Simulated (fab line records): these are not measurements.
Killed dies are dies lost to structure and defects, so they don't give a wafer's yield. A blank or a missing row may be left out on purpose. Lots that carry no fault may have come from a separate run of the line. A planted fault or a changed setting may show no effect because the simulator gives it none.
Which tool is to blame? | flow n5_finfet | Sampling: 23 lots, 69 wafers, 6 of 1938 route steps

## WHAT THE GAUGES READ, wafer by wafer
N5_BEOL_M7_INSPECT_58: inspects for defects (darkfield).
lot  | measured     | on                | raw_defect_count
L074 | day 10 23:26 | defect_inspect-01 | 64 69 77
L075 | day 12 06:41 | defect_inspect-01 | 71 81 58
L076 | day 12 10:04 | defect_inspect-01 | 66 38 48
L077 | day 12 18:04 | defect_inspect-02 | 88 73 27
L078 | day 13 02:14 | defect_inspect-02 | 78 46 71
L080 | day 13 10:05 | defect_inspect-02 | 32 43 68
L081 | day 13 15:05 | defect_inspect-01 | 73 49 92
L082 | day 13 22:12 | defect_inspect-01 | 116 100 97
L083 | day 13 20:07 | defect_inspect-01 | 59 92 33
L084 | day 13 23:53 | defect_inspect-02 | 69 49 45
L085 | day 14 12:25 | defect_inspect-01 | 64 71 44
L092 | day 14 12:57 | defect_inspect-01 | 89 60 70
L086 | day 14 15:46 | defect_inspect-02 | 65 95 72
L088 | day 15 04:18 | defect_inspect-02 | 105 107 52
L087 | day 15 09:04 | defect_inspect-01 | 40 43 61
L090 | day 15 13:28 | defect_inspect-02 | 85 75 75
L091 | day 15 16:55 | defect_inspect-02 | 87 75 53
L093 | day 15 17:12 | defect_inspect-02 | 91 101 61
L079 | day 16 22:08 | defect_inspect-02 | 62 79 105
L097 | day 16 22:41 | defect_inspect-02 | 40 72 37
L096 | day 17 03:17 | defect_inspect-01 | 91 76 76
L094 | day 17 19:57 | defect_inspect-01 | 62 74 57
L095 | day 17 22:36 | defect_inspect-01 | 71 48 67

N5_BEOL_M8_INSPECT_13: inspects for defects (brightfield).
lot  | measured     | on                | raw_defect_count
L074 | day 11 01:15 | defect_inspect-01 | 384 444 453
L075 | day 12 08:29 | defect_inspect-02 | 349 318 367
L076 | day 12 11:50 | defect_inspect-01 | 334 398 375
L077 | day 12 20:04 | defect_inspect-02 | 342 418 405
L078 | day 13 04:27 | defect_inspect-02 | 403 398 515
L080 | day 13 12:43 | defect_inspect-02 | 253 262 364
L081 | day 13 18:08 | defect_inspect-01 | 331 418 448
L082 | day 14 00:56 | defect_inspect-02 | 470 384 481
L083 | day 13 21:57 | defect_inspect-02 | 259 434 314
L084 | day 14 01:46 | defect_inspect-01 | 452 268 414
L085 | day 14 15:44 | defect_inspect-01 | 678 423 320
L092 | day 14 16:34 | defect_inspect-02 | 362 356 349
L086 | day 14 17:36 | defect_inspect-01 | 451 485 398
L088 | day 15 05:58 | defect_inspect-02 | 602 714 399
L087 | day 15 11:30 | defect_inspect-02 | 303 217 348
L090 | day 15 15:16 | defect_inspect-02 | 370 341 333
L091 | day 15 18:43 | defect_inspect-02 | 377 470 425
L093 | day 15 19:04 | defect_inspect-02 | 463 368 403
L079 | day 17 00:35 | defect_inspect-01 | 478 447 425
L097 | day 17 01:07 | defect_inspect-01 | 289 295 314
L096 | day 17 05:17 | defect_inspect-01 | 384 379 446
L094 | day 17 22:09 | defect_inspect-01 | 279 470 517
L095 | day 18 01:03 | defect_inspect-02 | 322 528 423

## EACH LOT AND THE TOOL THAT RAN IT (in order: tool; ch and the chambers of the sampled wafers; start)
lot  | N5_BEOL_M7_HM_OPEN_17             | N5_BEOL_M7_DESCUM_33               | N5_BEOL_M7_ETCH_72                 | N5_BEOL_M7_SPUTTER_48
L074 | rie_metal-03 ch 0,1, day 10 18:16 | rie_diel-06 ch 0,3, day 10 19:10   | rie_diel-06 ch 0,3, day 10 19:12   | pvd_sputter-02, day 10 22:17
L075 | rie_metal-03 ch 0,1, day 12 02:05 | rie_diel-01 ch 0,2,3, day 12 03:47 | rie_diel-01 ch 0,2,3, day 12 03:49 | pvd_sputter-01, day 12 05:39
L076 | rie_metal-03 ch 0,1, day 12 05:20 | rie_diel-03 ch 0,2, day 12 06:25   | rie_diel-03 ch 0,2, day 12 06:27   | pvd_sputter-01, day 12 08:55
L077 | rie_metal-03 ch 0,1, day 12 12:23 | rie_diel-03 ch 0,1,2, day 12 14:17 | rie_diel-03 ch 0,1,2, day 12 14:19 | pvd_sputter-01, day 12 16:43
L078 | rie_metal-01 ch 0,1, day 12 19:34 | rie_diel-03 ch 0,1,3, day 12 22:32 | rie_diel-03 ch 0,1,3, day 12 22:34 | pvd_sputter-03, day 13 00:21
L080 | rie_metal-02 ch 0,1, day 13 04:14 | rie_diel-01 ch 0,2,3, day 13 07:05 | rie_diel-01 ch 0,2,3, day 13 07:08 | pvd_sputter-01, day 13 09:07
L081 | rie_metal-01 ch 0, day 13 09:13   | rie_diel-01 ch 0,1,3, day 13 11:37 | rie_diel-01 ch 0,1,3, day 13 11:39 | pvd_sputter-03, day 13 13:43
L082 | rie_metal-01 ch 0,1, day 13 14:17 | rie_diel-01 ch 2,3, day 13 17:56   | rie_diel-01 ch 2,3, day 13 17:58   | pvd_sputter-03, day 13 21:07
L083 | rie_metal-02 ch 0,1, day 13 14:37 | rie_diel-06 ch 0,1,2, day 13 16:58 | rie_diel-06 ch 0,1,2, day 13 17:01 | pvd_sputter-02, day 13 18:52
L084 | rie_metal-03 ch 0,1, day 13 18:52 | rie_diel-01 ch 0,1,2, day 13 20:33 | rie_diel-01 ch 0,1,2, day 13 20:35 | pvd_sputter-02, day 13 22:52
L085 | rie_metal-02 ch 0,1, day 14 05:42 | rie_diel-01 ch 0,1,3, day 14 08:59 | rie_diel-01 ch 0,1,3, day 14 09:01 | pvd_sputter-02, day 14 11:08
L092 | rie_metal-03 ch 0,1, day 14 06:23 | rie_diel-06 ch 0,1,2, day 14 09:08 | rie_diel-06 ch 0,1,2, day 14 09:10 | pvd_sputter-03, day 14 11:18
L086 | rie_metal-02 ch 0,1, day 14 09:58 | rie_diel-03 ch 2,3, day 14 11:05   | rie_diel-03 ch 2,3, day 14 11:07   | pvd_sputter-03, day 14 14:47
L088 | rie_metal-01 ch 0,1, day 14 22:54 | rie_diel-06 ch 2,3, day 14 23:32   | rie_diel-06 ch 2,3, day 14 23:35   | pvd_sputter-03, day 15 03:15
L087 | rie_metal-03 ch 0,1, day 15 05:14 | rie_diel-06 ch 0,1,3, day 15 05:52 | rie_diel-06 ch 0,1,3, day 15 05:53 | pvd_sputter-02, day 15 07:56
L090 | rie_metal-02 ch 0, day 15 07:47   | rie_diel-06 ch 0,1,2, day 15 10:14 | rie_diel-06 ch 0,1,2, day 15 10:17 | pvd_sputter-02, day 15 12:11
L091 | rie_metal-02 ch 0,1, day 15 11:51 | rie_diel-06 ch 1,2,3, day 15 13:47 | rie_diel-06 ch 1,2,3, day 15 13:49 | pvd_sputter-03, day 15 15:58
L093 | rie_metal-02 ch 0,1, day 15 13:13 | rie_diel-01 ch 0,1, day 15 14:13   | rie_diel-01 ch 0,1, day 15 14:14   | pvd_sputter-03, day 15 16:05
L079 | rie_metal-02 ch 0,1, day 16 15:10 | rie_diel-01 ch 0,1,2, day 16 18:34 | rie_diel-01 ch 0,1,2, day 16 18:37 | pvd_sputter-02, day 16 20:29
L097 | rie_metal-03 ch 0,1, day 16 15:43 | rie_diel-03 ch 0,1,3, day 16 18:51 | rie_diel-03 ch 0,1,3, day 16 18:53 | pvd_sputter-01, day 16 20:57
L096 | rie_metal-01 ch 0,1, day 16 20:27 | rie_diel-01 ch 1,2,3, day 16 23:35 | rie_diel-01 ch 1,2,3, day 16 23:37 | pvd_sputter-03, day 17 01:49
L094 | rie_metal-03 ch 0,1, day 17 13:35 | rie_diel-01 ch 0,1,3, day 17 16:27 | rie_diel-01 ch 0,1,3, day 17 16:29 | pvd_sputter-02, day 17 18:48
L095 | rie_metal-01 ch 0, day 17 17:31   | rie_diel-03 ch 0,1,2, day 17 18:11 | rie_diel-03 ch 0,1,2, day 17 18:14 | pvd_sputter-03, day 17 21:31
- N5_BEOL_M7_HM_OPEN_17: chemistry Cl2/BCl3, target TiN, target depth 20 nm, overetch 6 nm.
- N5_BEOL_M7_DESCUM_33: chemistry O2, time 7 s.
- N5_BEOL_M7_ETCH_72: etches underlayer in N2/H2, target depth 6.5 nm, time 5.2 s.
- N5_BEOL_M7_SPUTTER_48: material Cu, target thk 10 nm, time 1.667 s.

## AS READ BY THE TOOLS THEMSELVES (means over the sampled wafers that have a number; for cases with no such wafer, the mark the record gives instead)
N5_BEOL_M7_HM_OPEN_17.
lot  | tool         | bias_w (W) | drypump_motor_current_A (A) | mfc_ar_sccm (sccm) | oes_product_au (a.u.) | throttle_valve_pct (%)
L074 | rie_metal-03 | 126.2      | 5.9                         | 25.01              | 0.73                  | 22.08
L075 | rie_metal-03 | 125.9      | 5.9                         | 25.02              | 0.71                  | 22.09
L076 | rie_metal-03 | 126.1      | 5.9                         | 24.93              | 0.71                  | 22.10
L077 | rie_metal-03 | 126.2      | 6.0                         | 24.97              | 0.69                  | 22.10
L078 | rie_metal-01 | 126.0      | 6.4                         | 24.90              | 0.66                  | 22.14
L080 | rie_metal-02 | 126.4      | 5.9                         | 24.91              | 0.72                  | 22.09
L081 | rie_metal-01 | 125.9      | 6.1                         | 25.03              | 0.66                  | 22.03
L082 | rie_metal-01 | 126.0      | 6.2                         | 25.02              | 0.66                  | 22.08
L083 | rie_metal-02 | 126.0      | 5.9                         | 24.96              | 0.72                  | 22.09
L084 | rie_metal-03 | 125.5      | 6.0                         | 24.97              | 0.70                  | 22.09
L085 | rie_metal-02 | 126.3      | 5.8                         | 25.07              | 0.73                  | 22.08
L092 | rie_metal-03 | 126.1      | 6.0                         | 24.96              | 0.70                  | 22.09
L086 | rie_metal-02 | 126.2      | 6.1                         | 25.09              | 0.73                  | 22.04
L088 | rie_metal-01 | 126.3      | 6.4                         | 24.93              | 0.65                  | 22.14
L087 | rie_metal-03 | 126.6      | 6.2                         | 24.98              | 0.71                  | 22.13
L090 | rie_metal-02 | 126.3      | 6.4                         | 25.00              | 0.71                  | 22.03
L091 | rie_metal-02 | 126.0      | 6.1                         | 24.95              | 0.72                  | 22.05
L093 | rie_metal-02 | 126.1      | 6.1                         | 25.00              | 0.71                  | 22.06
L079 | rie_metal-02 | 126.1      | 5.9                         | 24.94              | 0.71                  | 22.09
L097 | rie_metal-03 | 126.1      | 6.0                         | 25.05              | 0.69                  | 22.10
L096 | rie_metal-01 | 126.0      | 6.2                         | 25.01              | 0.65                  | 22.10
L094 | rie_metal-03 | 125.7      | 6.0                         | 24.98              | 0.69                  | 22.10
L095 | rie_metal-01 | 125.7      | 6.1                         | 25.08              | 0.64                  | 22.04

N5_BEOL_M7_DESCUM_33.
lot  | tool        | drypump_motor_current_A (A) | o2_flow_sccm (sccm) | oes_product_au (a.u.) | rf_vpp_V (V) | showerhead_plenum_p_Torr (Torr) | throttle_valve_pct (%)
L074 | rie_diel-06 | 5.6                         | 224.9               | 0.77                  | 243.9        | 2.14                            | 20.79
L075 | rie_diel-01 | 6.3                         | 225.0               | 0.85                  | 242.1        | 2.09                            | 20.66
L076 | rie_diel-03 | 5.2                         | 225.3               | 0.72                  | 243.9        | 2.14                            | 20.56
L077 | rie_diel-03 | 5.5                         | 224.4               | 0.72                  | 243.0        | 2.08                            | 20.46
L078 | rie_diel-03 | 5.6                         | 225.2               | 0.74                  | 242.8        | 2.06                            | 20.46
L080 | rie_diel-01 | 6.3                         | 225.6               | 0.83                  | 242.6        | 2.09                            | 20.67
L081 | rie_diel-01 | 6.3                         | 225.2               | 0.80                  | 242.6        | 2.05                            | 20.65
L082 | rie_diel-01 | 6.1                         | 223.7               | 0.87                  | 243.3        | 2.09                            | 20.56
L083 | rie_diel-06 | 6.0                         | 225.1               | 0.88                  | 243.2        | 2.09                            | 20.44
L084 | rie_diel-01 | 6.4                         | 225.0               | 0.78                  | 243.6        | 2.10                            | 20.68
L085 | rie_diel-01 | 6.3                         | 225.3               | 0.78                  | 242.4        | 2.05                            | 20.66
L092 | rie_diel-06 | 6.0                         | 225.0               | 0.86                  | 243.7        | 2.09                            | 20.44
L086 | rie_diel-03 | 5.1                         | 225.4               | 0.76                  | 245.2        | 2.15                            | 20.51
L088 | rie_diel-06 | 5.6                         | 224.6               | 0.75                  | 243.0        | 2.08                            | 20.72
L087 | rie_diel-06 | 5.6                         | 225.5               | 0.87                  | 244.8        | 2.14                            | 20.55
L090 | rie_diel-06 | 6.0                         | 224.8               | 0.85                  | 243.1        | 2.09                            | 20.46
L091 | rie_diel-06 | 5.6                         | 226.0               | 0.80                  | 242.9        | 2.08                            | 20.56
L093 | rie_diel-01 | 6.5                         | 225.2               | 0.74                  | 243.0        | 2.04                            | 20.78
L079 | rie_diel-01 | 6.5                         | 224.8               | 0.76                  | 243.9        | 2.10                            | 20.71
L097 | rie_diel-03 | 5.7                         | 225.0               | 0.73                  | 242.0        | 2.05                            | 20.50
L096 | rie_diel-01 | 6.2                         | 225.1               | 0.79                  | 243.8        | 2.10                            | 20.61
L094 | rie_diel-01 | 6.3                         | 225.3               | 0.76                  | 242.4        | 2.04                            | 20.71
L095 | rie_diel-03 | 5.5                         | 225.7               | 0.80                  | 242.9        | 2.07                            | 20.38

N5_BEOL_M7_ETCH_72.
lot  | tool        | bias_w (W) | drypump_motor_current_A (A) | etch_rf_on_time_s (s) | oes_product_au (a.u.) | rf_vpp_V (V) | showerhead_plenum_p_Torr (Torr) | throttle_valve_pct (%)
L074 | rie_diel-06 | 150.0      | 5.6                         | 5.23                  | 0.66                  | 524.3        | 2.59                            | 18.19
L075 | rie_diel-01 | 150.3      | 6.3                         | 5.14                  | 0.72                  | 523.1        | 2.54                            | 18.05
L076 | rie_diel-03 | 149.9      | 5.2                         | 5.29                  | 0.61                  | 524.9        | 2.60                            | 17.98
L077 | rie_diel-03 | 150.2      | 5.6                         | 5.19                  | 0.61                  | 523.8        | 2.53                            | 17.90
L078 | rie_diel-03 | 150.3      | 5.7                         | 5.22                  | 0.64                  | 523.8        | 2.51                            | 17.91
L080 | rie_diel-01 | 150.1      | 6.3                         | 5.11                  | 0.71                  | 522.7        | 2.54                            | 18.07
L081 | rie_diel-01 | 149.7      | 6.3                         | 5.23                  | 0.67                  | 522.7        | 2.48                            | 18.01
L082 | rie_diel-01 | 149.7      | 6.1                         | 5.06                  | 0.75                  | 525.1        | 2.55                            | 17.97
L083 | rie_diel-06 | 150.1      | 6.0                         | 5.09                  | 0.75                  | 522.1        | 2.54                            | 17.84
L084 | rie_diel-01 | 150.0      | 6.4                         | 5.17                  | 0.67                  | 524.3        | 2.55                            | 18.10
L085 | rie_diel-01 | 150.4      | 6.3                         | 5.19                  | 0.68                  | 523.0        | 2.48                            | 18.01
L092 | rie_diel-06 | 150.4      | 6.0                         | 5.15                  | 0.74                  | 522.6        | 2.54                            | 17.85
L086 | rie_diel-03 | 150.2      | 5.1                         | 5.33                  | 0.65                  | 526.1        | 2.61                            | 17.96
L088 | rie_diel-06 | 149.6      | 5.6                         | 5.19                  | 0.65                  | 522.7        | 2.51                            | 18.15
L087 | rie_diel-06 | 149.9      | 5.6                         | 5.12                  | 0.73                  | 524.1        | 2.58                            | 17.93
L090 | rie_diel-06 | 149.7      | 6.0                         | 5.15                  | 0.72                  | 521.7        | 2.54                            | 17.88
L091 | rie_diel-06 | 150.2      | 5.6                         | 5.16                  | 0.68                  | 522.7        | 2.52                            | 17.97
L093 | rie_diel-01 | 149.8      | 6.5                         | 5.19                  | 0.63                  | 521.6        | 2.47                            | 18.15
L079 | rie_diel-01 | 150.2      | 6.4                         | 5.15                  | 0.65                  | 523.6        | 2.54                            | 18.12
L097 | rie_diel-03 | 150.0      | 5.7                         | 5.20                  | 0.63                  | 523.5        | 2.50                            | 17.94
L096 | rie_diel-01 | 149.9      | 6.2                         | 5.09                  | 0.68                  | 525.2        | 2.55                            | 18.03
L094 | rie_diel-01 | 149.8      | 6.3                         | 5.20                  | 0.65                  | 522.9        | 2.47                            | 18.06
L095 | rie_diel-03 | 150.5      | 5.6                         | 5.24                  | 0.68                  | 522.0        | 2.51                            | 17.81

N5_BEOL_M7_SPUTTER_48.
lot  | tool           | chuck_gas_flow_sccm (sccm) | throttle_valve_pct (%)
L074 | pvd_sputter-02 | 1.22                       | 30.4
L075 | pvd_sputter-01 | 1.23                       | 29.6
L076 | pvd_sputter-01 | 1.27                       | 29.6
L077 | pvd_sputter-01 | 1.23                       | 30.0
L078 | pvd_sputter-03 | 1.24                       | 30.3
L080 | pvd_sputter-01 | 1.25                       | 29.9
L081 | pvd_sputter-03 | 1.24                       | 30.1
L082 | pvd_sputter-03 | 1.30                       | 29.3
L083 | pvd_sputter-02 | 1.25                       | 29.1
L084 | pvd_sputter-02 | 1.28                       | 28.1
L085 | pvd_sputter-02 | 1.24                       | 30.2
L092 | pvd_sputter-03 | 1.26                       | 29.8
L086 | pvd_sputter-03 | 1.27                       | 29.4
L088 | pvd_sputter-03 | 1.29                       | 29.8
L087 | pvd_sputter-02 | 1.21                       | 29.6
L090 | pvd_sputter-02 | 1.29                       | 29.0
L091 | pvd_sputter-03 | 1.28                       | 30.1
L093 | pvd_sputter-03 | 1.28                       | 30.4
L079 | pvd_sputter-02 | 1.27                       | 30.9
L097 | pvd_sputter-01 | 1.21                       | 29.9
L096 | pvd_sputter-03 | 1.29                       | 29.3
L094 | pvd_sputter-02 | 1.24                       | 29.3
L095 | pvd_sputter-03 | 1.29                       | 29.4

## THE ANSWER, worked out from the rows above alone
Rule: what is usual is taken from the lots themselves. The widest of any qualifying gaps counts: lots, ordered by their means at a reading, are off when they make up no more than a third of the lots, leave a main group of 4 or more, and stand apart from it by 3 or more times the standard deviation of that group's means. Not used: any main group whose means are identical at the precision the tables above print for the reading. Also off: a lot with no number at a reading for which 4 or more lots have one. Any other lot the step has rows for is counted as sound. Order of review: gauges by route order, followed by the tools' own readings, for which a lot's mean as printed above is used. The first step at which some lot is off is used, and at that step the reading that is off furthest; a lot without a number counts as furthest.
Nothing can be told from this: no lot is off at any reading shown.

## WHAT THE SIMULATOR HAD PUT IN
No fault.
